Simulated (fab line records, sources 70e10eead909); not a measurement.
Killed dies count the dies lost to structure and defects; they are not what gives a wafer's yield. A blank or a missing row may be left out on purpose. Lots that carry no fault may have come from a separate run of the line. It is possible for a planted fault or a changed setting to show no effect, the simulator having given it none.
Matching of chambers :: flow nand_harc :: 3 sister chambers for NHARC_P_M1_PRE_CLEAN_32 on pecvd-01
The step time 12 s. 3 wafers are shown with their chamber, then 7 later ones without.

== EACH WAFER AND ITS CHAMBER ==
wafer: L088.5
chamber: 1
heater_power_w (W): 563

wafer: L088.6
chamber: 2
heater_power_w (W): 501

wafer: L090.5
chamber: 0
heater_power_w (W): 641

== WAFERS WITH NO CHAMBER GIVEN ==
wafer: L090.6
heater_power_w (W): 601

wafer: L095.3
heater_power_w (W): 783

wafer: L095.4
heater_power_w (W): 521

wafer: L095.6
heater_power_w (W): 791

wafer: L097.1
heater_power_w (W): 581

wafer: L097.4
heater_power_w (W): 567

wafer: L097.5
heater_power_w (W): 786

== THE CHAMBER EACH PASSED THROUGH ==
wafer: L090.6
from the rows above: can't be placed: 1 or 0 or 2
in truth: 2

wafer: L095.3
from the rows above: can't be placed: 0 or 1 or 2
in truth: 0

wafer: L095.4
from the rows above: can't be placed: 2 or 1 or 0
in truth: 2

wafer: L095.6
from the rows above: can't be placed: 0 or 1 or 2
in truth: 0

wafer: L097.1
from the rows above: can't be placed: 1 or 0 or 2
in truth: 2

wafer: L097.4
from the rows above: can't be placed: 1 or 2 or 0
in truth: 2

wafer: L097.5
from the rows above: can't be placed: 0 or 1 or 2
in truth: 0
Placed correctly: 0 of 7. These rows do not allow placing 7 (true chamber among the candidates in 7). 0 placed wrongly.
How it was worked out, from the rows above alone: a wafer's distance from a chamber is the root of the sum, over the readings, of the square of ((its reading less the chamber's mean) divided by the reading's scatter). The wafer belongs to the nearest chamber; if the next one is less than 2 further off, it can't be placed. A chamber's mean is the mean of its shown wafers. The scatter: root of mean squared gap, hidden wafer to nearest shown wafer, with one shown wafer a chamber.
